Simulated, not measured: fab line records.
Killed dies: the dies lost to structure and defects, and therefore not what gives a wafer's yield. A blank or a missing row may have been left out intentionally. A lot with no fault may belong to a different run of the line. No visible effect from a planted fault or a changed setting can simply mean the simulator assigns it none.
fab line records	flow n5Finfet
record lots=7	wafers=18	lastDay=17
route steps=1938 shown BEOL_M15@1821 PASS1_DEP@1831 MIM_BOT@1832 MIM_TOP@1834
lots that met no fault: from a run of the same line without faults
startH: start of the lot's first displayed wafer, in hours after the record's first day	waitH: hours since the lot's step before	" identical to the entry in the row above	L1.1+2: a row that stands for several wafers	- either no value or no given start	* or withheld: withheld	< > ~ a bound
route shown NAME@n: NAME is a module with steps in the file, n the number in the route of the first one	usual: the fault-free wafers' mean and standard deviation	same: alike in all rows	chamber/n: place in a boat	sites: readings site by site	_std_site: how widely they spread, as a standard deviation	_edge_site: mean of outer sites minus mean of inner sites	radiusMm: how far each site lies from the wafer's centre	mask NAME#n: copy n	behind: the tool/chamber that last shaped the wafer	hold: why the lot was held/for how many hours/how that ended	device: names the non-switching transistor (n, p or np)	end of line: the route-end tests of the same wafers	a step without rows: its recipe alone	killed: dies that structure and defects cost at the first sort, which is not the same as the wafer's yield	map: the dies of a wafer, with x for killed, . for not killed, _ for no die there
set.NAME: the setting as run; set.NAME@STEP: as run at that earlier step	model.NAME: the simulator's own value behind a step, which no gauge read
lots at selected steps of the route; one table per step, one row per wafer
services: the hour from which a tool's chamber was out of use, counted from the record's first day as startH (under 0 if before that day), plus the number of hours and why
## steps
# step N5_BEOL_M15_SPUTTER_45
# recipe material=Cu	targetThkA=1000	tempC=-20	biasV=60	powerW=26000	chamberPressurePa=0.13	timeS=16.67
# usual chuckSensorTempC=-15.7/0.47	throttleValvePct=30.3/0.92
lot.wafer	tool	chamber	startH	waitH	chuckSensorTempC	throttleValvePct
L614.3	pvdSputter-03	-	268.52	0.0	-15.6	29.5
L614.4	"	-	"	"	-16.0	30.0
L614.6	"	-	"	"	-16.2	30.2
L618.2	pvdSputter-02	-	283.23	0.0	-15.1	30.2
L618.3	"	-	"	"	-15.6	29.6
L620.3	pvdSputter-02	-	283.63	0.0	-15.2	30.2
L620.5	"	-	"	"	-16.4	28.9
L619.2	pvdSputter-03	-	289.63	0.0	-16.5	30.3
L619.3	"	-	"	"	-15.5	31.9
L631.3	pvdSputter-01	-	358.35	0.0	-16.3	31.8
L631.5	"	-	"	"	-14.8	30.8
L631.6	"	-	"	"	-15.8	29.7
L633.1	pvdSputter-01	-	370.25	0.0	-15.2	30.6
L633.2	"	-	"	"	-15.7	29.3
L633.6	"	-	"	"	-15.7	31.0
L637.2	pvdSputter-02	-	398.48	0.0	-15.4	29.4
L637.5	"	-	"	"	-16.5	28.8
L637.6	"	-	"	"	-15.1	30.3
# step N5_BEOL_M15_ECD_47
# recipe material=Cu	targetThkA=18600
# step N5_BEOL_M15_ANNEAL_48
# recipe tempC=225	timeS=90	ambient=N2
# usual annealTempC=225.01/0.18	wafer_temp_C_max=225.86/0.26
lot.wafer	tool	chamber	startH	waitH	annealTempC	wafer_temp_C_max
L614.3	rtpAnneal-02	0	268.96	0.2	225.01	225.61
L614.4	"	0	"	"	225.27	225.76
L614.6	"	0	"	"	225.19	225.87
L618.2	rtpAnneal-02	0	283.64	0.2	224.91	225.78
L618.3	"	0	"	"	225.22	225.73
L620.3	rtpAnneal-02	0	284.08	0.2	225.45	225.97
L620.5	"	0	"	"	225.05	225.86
L619.2	rtpAnneal-01	0	290.04	0.2	225.10	225.88
L619.3	"	0	"	"	224.97	226.06
L631.3	rtpAnneal-01	0	358.80	0.2	225.12	226.12
L631.5	"	0	"	"	225.19	226.07
L631.6	"	0	"	"	225.22	226.19
L633.1	rtpAnneal-02	0	371.49	1.0	225.14	225.45
L633.2	"	0	"	"	225.24	225.49
L633.6	"	0	"	"	224.87	225.49
L637.2	rtpAnneal-02	0	399.68	1.0	225.17	225.75
L637.5	"	0	"	"	225.20	225.38
L637.6	"	0	"	"	224.89	225.69
# step N5_BEOL_M15_CMP_49
# recipe stopOn=SiO2	tOverpolishS=4.9	downForcePsi=2	platenRpm=80	clearingPlatenDownForcePsi=2	clearingPlatenRpm=80	postCmpClean=cuAlkaline	targetThkNm=850	clearingPlatenPadVelocityMS=1.5917	padVelocityMS=1.5917
# step N5_BEOL_M15_THK_MEAS_50
# recipe thkMeasGauge=xrf	reads=Cu_of_BEOL_M15_ECD_47
# usual M15_THK=893/21
lot.wafer	tool	chamber	startH	waitH	M15_THK[nm]
L614.3	filmMetro-01	-	269.47	-	907
L614.4	"	-	"	"	908
L614.6	"	-	"	"	887
L618.2	filmMetro-01	-	284.20	-	878
L618.3	"	-	"	"	906
L620.3	filmMetro-02	-	284.60	-	861
L620.5	"	-	"	"	851
L619.2	filmMetro-01	-	290.59	-	909
L619.3	"	-	"	"	932
L631.3	filmMetro-02	-	359.32	-	881
L631.5	"	-	"	"	901
L631.6	"	-	"	"	865
L633.1	filmMetro-02	-	372.08	-	907
L633.2	"	-	"	"	882
L633.6	"	-	"	"	889
L637.2	filmMetro-01	-	400.23	-	891
L637.5	"	-	"	"	896
L637.6	"	-	"	"	912
# step N5_BEOL_M15_PRE_CLEAN_52
# recipe gas=NH3	timeS=15	tempC=withheld	rfPowerW=300
# step N5_BEOL_M15_DEP_53
# recipe material=SiCN	targetThkA=500	tempC=withheld	precursor=3MS/NH3	pressureTorr=3	rfW=675	timeS=17.8
# usual showerheadPlenumPTorr=4.163/0.014	throttleValvePct=17.8/0.9
lot.wafer	tool	chamber	startH	waitH	showerheadPlenumPTorr	throttleValvePct
L614.3	pecvd-03	1	269.53	0.0	4.164	18.0
L614.4	"	1	"	"	4.175	18.2
L614.6	"	2	"	"	4.191	16.9
L618.2	pecvd-04	2	284.26	0.0	4.175	16.5
L618.3	"	0	"	"	4.132	18.0
L620.3	pecvd-01	1	284.66	0.0	4.161	18.8
L620.5	"	2	"	"	4.155	17.2
L619.2	pecvd-01	1	290.65	0.0	4.163	18.7
L619.3	"	0	"	"	4.165	16.9
L631.3	pecvd-03	1	359.38	0.0	4.168	18.7
L631.5	"	1	"	"	4.161	18.2
L631.6	"	2	"	"	4.201	17.0
L633.1	pecvd-03	2	372.14	0.0	4.203	17.0
L633.2	"	1	"	"	4.169	18.5
L633.6	"	1	"	"	4.166	18.4
L637.2	pecvd-01	1	400.29	0.0	4.159	18.5
L637.5	"	0	"	"	4.156	16.9
L637.6	"	1	"	"	4.162	18.8
# step N5_BEOL_M15_RS_MEAS_54
# recipe thkMeasGauge=four-point-probe	reads=Cu_of_BEOL_M15_ECD_47+Ta_of_BEOL_M15_SPUTTER_44+TaN_of_BEOL_M15_SPUTTER_43
# usual M15_RS=0.0216/0.00047
lot.wafer	tool	chamber	startH	waitH	M15_RS[ohm/sq]
L614.3	filmMetro-01	-	269.60	0.1	0.0214
L614.4	"	-	"	"	0.0215
L614.6	"	-	"	"	0.0218
L618.2	filmMetro-02	-	284.33	0.1	0.0220
L618.3	"	-	"	"	0.0214
L620.3	filmMetro-02	-	284.73	0.1	0.0221
L620.5	"	-	"	"	0.0223
L619.2	filmMetro-02	-	290.72	0.1	0.0212
L619.3	"	-	"	"	0.0207
L631.3	filmMetro-01	-	359.45	0.1	0.0220
L631.5	"	-	"	"	0.0216
L631.6	"	-	"	"	0.0223
L633.1	filmMetro-02	-	372.21	0.0	0.0211
L633.2	"	-	"	"	0.0217
L633.6	"	-	"	"	0.0216
L637.2	filmMetro-01	-	400.36	0.1	0.0218
L637.5	"	-	"	"	0.0217
L637.6	"	-	"	"	0.0212
# step N5_BEOL_M15_INSPECT_55
# recipe inspectInstrument=darkfield	mode=postDep
# usual rawDefectCount=61/20
lot.wafer	tool	chamber	startH	waitH	rawDefectCount
L614.3	defectInspect-01	-	269.62	0.0	76
L614.4	"	-	"	"	71
L614.6	"	-	"	"	59
L618.2	defectInspect-01	-	284.35	0.0	60
L618.3	"	-	"	"	75
L620.3	defectInspect-01	-	284.75	0.0	67
L620.5	"	-	"	"	66
L619.2	defectInspect-01	-	290.74	0.0	61
L619.3	"	-	"	"	31
L631.3	defectInspect-01	-	359.47	0.0	90
L631.5	"	-	"	"	85
L631.6	"	-	"	"	48
L633.1	defectInspect-02	-	372.24	0.0	67
L633.2	"	-	"	"	83
L633.6	"	-	"	"	73
L637.2	defectInspect-01	-	400.38	0.0	57
L637.5	"	-	"	"	68
L637.6	"	-	"	"	56
# step N5_BEOL_M15_RC_MEAS_101
# usual COMB_M10=1.4e-11/3.1e-12	COMB_M11=1.35e-11/2.7e-12	COMB_M11_max_site=2e-11/5.1e-12	COMB_M12=5.8e-12/1.3e-12	COMB_M13=4.6e-12/1.2e-12	COMB_M14=3.4e-12/7.8e-13	COMB_M15=2e-12/5.3e-13	COMB_M5=3.8e-11/8.3e-12	COMB_M6=2.5e-11/5.1e-12	COMB_M7=2.5e-11/5.1e-12	COMB_M7_max_site=3.6e-11/9.6e-12	COMB_M8=2.6e-11/5.7e-12	COMB_M8_max_site=3.7e-11/9.1e-12	COMB_M9=1.4e-11/3.3e-12	SERP_M10=3.01/0.085	SERP_M11=3.05/0.084	SERP_M12=0.630/0.016	SERP_M13=0.308/0.0078	SERP_M13_max_site=0.311/0.008	SERP_M14=0.158/0.0049	SERP_M5=39.0/1.5	SERP_M6=13.3/0.53	SERP_M7=13.7/0.68	SERP_M8=13.1/0.53	SERP_M9=3.05/0.081
lot.wafer	tool	chamber	startH	waitH	COMB_M10[S/m]	COMB_M11[S/m]	COMB_M11_max_site[S/m]	COMB_M12[S/m]	COMB_M13[S/m]	COMB_M14[S/m]	COMB_M15[S/m]	COMB_M5[S/m]	COMB_M6[S/m]	COMB_M7[S/m]	COMB_M7_max_site[S/m]	COMB_M8[S/m]	COMB_M8_max_site[S/m]	COMB_M9[S/m]	SERP_M10[ohm/um]	SERP_M11[ohm/um]	SERP_M12[ohm/um]	SERP_M13[ohm/um]	SERP_M13_max_site[ohm/um]	SERP_M14[ohm/um]	SERP_M5[ohm/um]	SERP_M6[ohm/um]	SERP_M7[ohm/um]	SERP_M8[ohm/um]	SERP_M9[ohm/um]
L614.3	prober-02	0	269.96	0.3	1.3e-11	1.75e-11	2.5e-11	6.9e-12	5.3e-12	2.2e-12	1.7e-12	3.2e-11	2.8e-11	2e-11	2.8e-11	3.8e-11	6.6e-11	1.2e-11	3.02	3.10	0.632	0.304	0.307	0.156	37.2	13.7	13.9	13.5	2.98
L614.4	"	0	"	"	1.7e-11	1.07e-11	1.7e-11	5.8e-12	4e-12	2e-12	1.5e-12	3.5e-11	2.7e-11	2.1e-11	3.6e-11	2e-11	2.9e-11	1.7e-11	2.83	2.90	0.620	0.301	0.306	0.148	39.2	13.4	13.6	13.2	3.10
L614.6	"	0	"	"	1.3e-11	1.11e-11	1.9e-11	4.9e-12	4.7e-12	1.6e-12	1.3e-12	3.8e-11	2.5e-11	2.2e-11	3.6e-11	2.4e-11	3.6e-11	1.5e-11	2.99	3.04	0.629	0.312	0.315	0.161	38.3	14.1	13.8	12.9	3.00
L618.2	prober-02	0	284.53	0.2	1.4e-11	2.12e-11	4.1e-11	7.7e-12	4.6e-12	4.6e-12	2.7e-12	3.5e-11	2.4e-11	2.6e-11	3.3e-11	1.8e-11	3e-11	1.2e-11	2.96	3.15	0.637	0.315	0.318	0.154	39.6	13.8	14.7	13.5	3.06
L618.3	"	0	"	"	1.2e-11	1.87e-11	3.3e-11	6.1e-12	3e-12	3.7e-12	2.2e-12	3.2e-11	2.4e-11	2.5e-11	4.1e-11	1.9e-11	3.3e-11	1.3e-11	2.94	3.01	0.633	0.308	0.311	0.164	39.2	13.9	14.6	13.8	3.12
L620.3	prober-01	0	285.56	0.8	1.4e-11	1.27e-11	1.4e-11	7.8e-12	4.2e-12	2.4e-12	2.5e-12	3.6e-11	1.9e-11	2.6e-11	3.3e-11	1.9e-11	2.1e-11	1.3e-11	2.86	3.10	0.627	0.309	0.310	0.155	38.9	13.4	12.8	12.9	3.18
L620.5	"	0	"	"	1.3e-11	1.4e-11	2.5e-11	8.2e-12	4.7e-12	3.1e-12	2.3e-12	6.3e-11	3.2e-11	1.8e-11	3.3e-11	2.1e-11	3.1e-11	1.2e-11	2.96	3.09	0.610	0.309	0.312	0.156	39.8	13.6	12.8	12.4	3.14
L619.2	prober-02	0	290.92	0.2	1.1e-11	1.72e-11	2.6e-11	5.9e-12	6.5e-12	2.7e-12	1.6e-12	4e-11	1.6e-11	3.2e-11	4.4e-11	1.9e-11	3.2e-11	1.2e-11	3.07	3.05	0.596	0.299	0.301	0.150	39.3	13.8	14.2	13.3	3.13
L619.3	"	0	"	"	1.2e-11	1.61e-11	2e-11	6.5e-12	5.1e-12	2.9e-12	1.5e-12	4.1e-11	2e-11	1.9e-11	3e-11	2.7e-11	4.1e-11	1.3e-11	3.07	2.97	0.642	0.300	0.305	0.157	40.4	13.8	14.8	12.9	2.96
L631.3	prober-02	0	359.81	0.3	1.5e-11	1.31e-11	1.9e-11	8.3e-12	3.8e-12	4.7e-12	1.2e-12	3.2e-11	2.2e-11	2.1e-11	4.5e-11	2.6e-11	3.6e-11	1.8e-11	2.84	2.94	0.630	0.309	0.311	0.155	37.2	12.5	13.1	12.9	3.10
L631.5	"	0	"	"	1.2e-11	1.92e-11	3.1e-11	5.8e-12	3.6e-12	2.7e-12	2e-12	2.8e-11	2.2e-11	2.4e-11	3.5e-11	2.3e-11	3.8e-11	1.4e-11	2.94	3.07	0.645	0.305	0.307	0.158	38.1	13.0	13.3	12.5	3.03
L631.6	"	0	"	"	1.9e-11	1.36e-11	1.5e-11	5.6e-12	2.2e-12	6.7e-12	1.6e-12	3e-11	2.3e-11	2.7e-11	3.3e-11	2.1e-11	3e-11	2.3e-11	3.05	3.01	0.605	0.300	0.302	0.154	36.2	12.3	12.9	12.7	3.14
L633.1	prober-01	0	372.26	0.0	1e-11	1.3e-11	1.7e-11	6.7e-12	3.3e-12	2.7e-12	2.3e-12	2.5e-11	1.7e-11	3.3e-11	5.5e-11	2.2e-11	2.8e-11	1.7e-11	3.08	2.96	0.620	0.308	0.310	0.148	37.1	13.5	14.4	12.4	3.10
L633.2	"	0	"	"	8e-12	1.05e-11	1.3e-11	6.1e-12	4.8e-12	3.6e-12	3.1e-12	2e-11	2.4e-11	2.3e-11	3.3e-11	2.2e-11	2.9e-11	2.3e-11	2.90	3.05	0.665	0.311	0.314	0.150	37.6	13.4	13.4	13.2	2.97
L633.6	"	0	"	"	1.2e-11	1.21e-11	1.4e-11	6.6e-12	2.8e-12	3.9e-12	2.2e-12	2.1e-11	2e-11	1.7e-11	2.7e-11	1.9e-11	2.3e-11	1.6e-11	2.96	2.94	0.648	0.311	0.316	0.151	38.3	12.2	13.9	12.5	3.01
L637.2	prober-02	0	400.56	0.2	1.5e-11	1.34e-11	2e-11	5.7e-12	3.1e-12	3.5e-12	1.4e-12	4.9e-11	2.4e-11	2.4e-11	2.9e-11	2.2e-11	3.3e-11	1.7e-11	3.21	2.92	0.628	0.305	0.307	0.152	38.8	12.1	13.5	13.5	3.06
L637.5	"	0	"	"	2.2e-11	1.91e-11	2.7e-11	4.2e-12	5.8e-12	3.3e-12	1.3e-12	5.8e-11	3.5e-11	2.8e-11	4.1e-11	3e-11	4.3e-11	1.7e-11	3.01	2.96	0.609	0.315	0.317	0.160	38.7	13.0	13.9	13.0	3.07
L637.6	"	0	"	"	1.6e-11	1.2e-11	1.4e-11	4.9e-12	3.7e-12	3.6e-12	1.5e-12	5.7e-11	3.2e-11	2.9e-11	4e-11	3.6e-11	4.9e-11	1.7e-11	3.17	3.04	0.640	0.317	0.319	0.153	38.7	13.9	14.1	14.2	3.10
# step N5_PASSIVATION_PECVD_00
# recipe material=SiO2	targetThkA=2000	tempC=400	precursor=SiH4/N2O	pressureTorr=2.7	rfW=608	timeS=11.2
# usual heaterPowerW=611/120	showerheadPlenumPTorr=8.16/0.081	throttleValvePct=51.4/2.6
lot.wafer	tool	chamber	startH	waitH	heaterPowerW	showerheadPlenumPTorr	throttleValvePct
L614.3	pecvd-02	2	270.62	0.5	560	8.31	52.1
L614.4	"	0	"	"	581	8.04	54.3
L614.6	"	2	"	"	582	8.30	51.8
L618.2	pecvd-04	1	285.34	0.7	619	8.14	52.5
L618.3	"	0	"	"	615	8.05	51.0
L620.3	pecvd-04	2	286.21	0.5	469	8.20	46.8
L620.5	"	1	"	"	528	8.14	52.4
L619.2	pecvd-04	1	291.73	0.7	619	8.10	52.3
L619.3	"	0	"	"	699	8.07	51.2
L631.3	pecvd-01	0	360.46	0.5	921	8.16	47.5
L631.5	"	0	"	"	922	8.19	47.5
L631.6	"	1	"	"	530	8.17	53.7
L633.1	pecvd-04	1	373.23	0.8	628	8.11	52.3
L633.2	"	2	"	"	470	8.21	47.1
L633.6	"	1	"	"	503	8.10	52.4
L637.2	pecvd-01	1	401.37	0.7	508	8.16	53.9
L637.5	"	0	"	"	851	8.18	47.6
L637.6	"	2	"	"	760	8.22	48.7
# step N5_MIM_BOT_DEGAS_01
# recipe ambient=vacuum	tempC=300	timeS=60
# step N5_MIM_BOT_SPUTTER_00
# recipe material=TiN	targetThkA=350	tempC=200	powerW=3000	chamberPressurePa=0.49996	gas=Ar	reactivePartialPa=0.37997	timeS=89.7
# usual throttleValvePct=30.2/0.92
lot.wafer	tool	chamber	startH	waitH	throttleValvePct	model.TiN_of_MIM_BOT_SPUTTER_00.thkNm
L614.3	pvdSputter-01	-	271.60	0.0	30.8	35.2
L614.4	"	-	"	"	32.0	35
L614.6	"	-	"	"	31.1	34.8
L618.2	pvdSputter-02	-	288.98	0.0	29.0	24.2
L618.3	"	-	"	"	30.1	34.6
L620.3	pvdSputter-02	-	289.10	0.0	29.7	35
L620.5	"	-	"	"	29.2	24.6
L619.2	pvdSputter-02	-	292.76	0.0	30.5	24.6
L619.3	"	-	"	"	29.0	35.2
L631.3	pvdSputter-03	-	361.56	0.0	30.0	34
L631.5	"	-	"	"	31.7	35
L631.6	"	-	"	"	30.4	34.8
L633.1	pvdSputter-02	-	373.35	0.0	30.4	35.4
L633.2	"	-	"	"	29.2	35.2
L633.6	"	-	"	"	28.9	35.2
L637.2	pvdSputter-03	-	401.55	0.0	31.5	35.4
L637.5	"	-	"	"	31.7	35.2
L637.6	"	-	"	"	30.1	35.2
# step N5_MIM_TOP_ALD_00
# recipe material=Al2O3	targetThkA=*	tempC=withheld	aldPrecursorFamily=TMA	aldCoReactant=O3	pulseTimeS=withheld	purgeTimeS=3	coReactantPurgeTimeS=withheld	coReactantPulseTimeS=3	aldCycles=withheld
# usual precursorPulseHeightRel=1.003/0.021
lot.wafer	tool	chamber	startH	waitH	precursorPulseHeightRel
L614.3	aldHk-01	1	271.70	0.1	0.976
L614.4	"	0	"	"	0.979
L614.6	"	1	"	"	0.997
L618.2	aldHk-02	3	289.08	0.1	1.025
L618.3	"	0	"	"	1.010
L620.3	aldHk-03	1	289.29	0.2	1.013
L620.5	"	3	"	"	0.999
L619.2	aldHk-03	3	292.86	0.1	0.977
L619.3	"	1	"	"	1.007
L631.3	aldHk-02	3	361.68	0.1	1.001
L631.5	"	2	"	"	0.989
L631.6	"	3	"	"	0.996
L633.1	aldHk-03	0	373.45	0.1	0.973
L633.2	"	1	"	"	1.002
L633.6	"	3	"	"	0.988
L637.2	aldHk-03	1	401.65	0.1	1.047
L637.5	"	0	"	"	1.012
L637.6	"	1	"	"	0.995
## services
tool	chamber	startH	hours	kind
pecvd-04	2	246.07	5.5	scheduledDown
pecvd-04	2	251.58	-	clean
pecvd-04	2	251.58	-	consumableReplace:showerhead
pecvd-04	2	251.58	29.0	scheduledDown
pecvd-04	2	251.58	29.0	ventCycle
pecvd-03	-	257.52	0.3	repair
aldHk-02	-	265.56	0.9	repair
pvdSputter-01	-	265.60	4.9	repair
aldHk-01	-	288.27	8.7	pm
pvdSputter-02	-	306.05	1.9	repair
pecvd-01	-	318.31	6.0	pm
pecvd-03	0	330.27	10.9	repair
aldHk-01	-	348.01	0.7	repair
pvdSputter-03	-	352.94	1.0	repair
pecvd-01	0	378.85	2.1	scheduledDown
pecvd-02	0	380.46	2.1	scheduledDown
pecvd-04	2	382.38	2.1	scheduledDown
aldHk-03	-	382.51	0.5	repair
pecvd-02	1	383.33	4.7	repair
pecvd-03	1	383.62	-	clean
pecvd-03	1	383.62	-	consumableReplace:showerhead
pecvd-03	1	383.62	29.0	scheduledDown
pecvd-03	1	383.62	29.0	ventCycle
## key
firstSign none at tools or gauges
modelEffect step=N5_MIM_BOT_SPUTTER_00	value=TiN_of_MIM_BOT_SPUTTER_00.thkNm	without=34.93	struck=24.47
metAt N5_MIM_BOT_SPUTTER_00
struckWafers L618.2,L619.2,L620.5
fault kind=processParameterDrift	tool=pvdSputter-02	chamber=-	onsetH=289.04	steps=N5_MIM_BOT_SPUTTER_00	channel=timeS	offset=*	shape=step	endH=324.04	scope=struckWafersOnly	actsIn=*	stated=*
